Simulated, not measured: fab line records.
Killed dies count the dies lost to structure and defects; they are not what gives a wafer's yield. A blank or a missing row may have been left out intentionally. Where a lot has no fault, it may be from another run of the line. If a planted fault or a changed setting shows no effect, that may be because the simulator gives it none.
A struck lot beside a sound one ; flow nand_harc ; 14 steps out of a route of 1159
Sound: wafers L644.2, L644.3, L644.5. Wafers struck: L639.2, L639.4, L639.5. Last of all comes the cause.
For every step that has rows: the tool of each side, followed by ch and its chambers, followed by its first start. Under that, the readings that differ: sound wafers ; struck wafers ; difference of the means ; sigmas: that difference in standard deviations of wafers without a fault.
alike: readings whose means differ by less than 2 such deviations, and words and numbers that are the same on both sides. not compared: withheld readings, readings that some wafer has no value for, bounds like >300 that may hide the same value, and numbers for which the record gives no deviation and whose values overlap.
Wherever a step has rows on one side only, a row that says differs or no value, or a row with sigmas, the two part there. When numbers do not overlap yet have no deviation, they are printed without sigmas and do not part them. Lack of a reading on every wafer of one side parts them only where that side has two or more wafers.

NHARC_P_ZERO_WELL_INSPECT_43:
  sound on defect_inspect-01, day 6 19:44; struck on defect_inspect-01, day 5 17:20
  alike: raw_defect_count
then, 11 steps without rows for these wafers: NHARC_P_STI_ETCH_26 (etches SiO2 in dHF, target depth 11 nm); NHARC_P_STI_PRECLEAN_27 (cleans in SC1); NHARC_P_STI_SRD_28; NHARC_P_STI_OXIDE_29 (material SiO2, target thk 10 nm, ox time 1362 s); NHARC_P_STI_HM_DEP_30 (deposits Si3N4, target thk 80 nm, time 873 s); NHARC_P_STI_DEHYDRATE_01 (time 120 s); NHARC_P_STI_HMDS_02 (time 30 s); NHARC_P_STI_COAT_41 (time 65 s); NHARC_P_STI_COAT_03 (resist thk 600 nm); NHARC_P_STI_SOFTBAKE_04 (time 70 s); NHARC_P_STI_EBR_05.
NHARC_P_STI_EXPOSE_06: exposes mask P STI, target cd 200 nm.
  sound on krf_scanner-02 ch 0, day 7 10:52; struck on krf_scanner-02, day 6 13:01
  no value came back on the struck wafers for exposure_dose_mJ_cm2, focus_offset_nm (nm), na, stage_vel_mm_s (mm/s); on the sound wafers exposure_dose_mJ_cm2 reads 37.58 37.68 37.70
  alike: mask
then, 1 step without rows for these wafers: NHARC_P_STI_PEB_07 (peb time 80 s).

WHERE THEY PART
NHARC_P_STI_EXPOSE_06 only, going by this record.

WHY: whatever the simulator had introduced
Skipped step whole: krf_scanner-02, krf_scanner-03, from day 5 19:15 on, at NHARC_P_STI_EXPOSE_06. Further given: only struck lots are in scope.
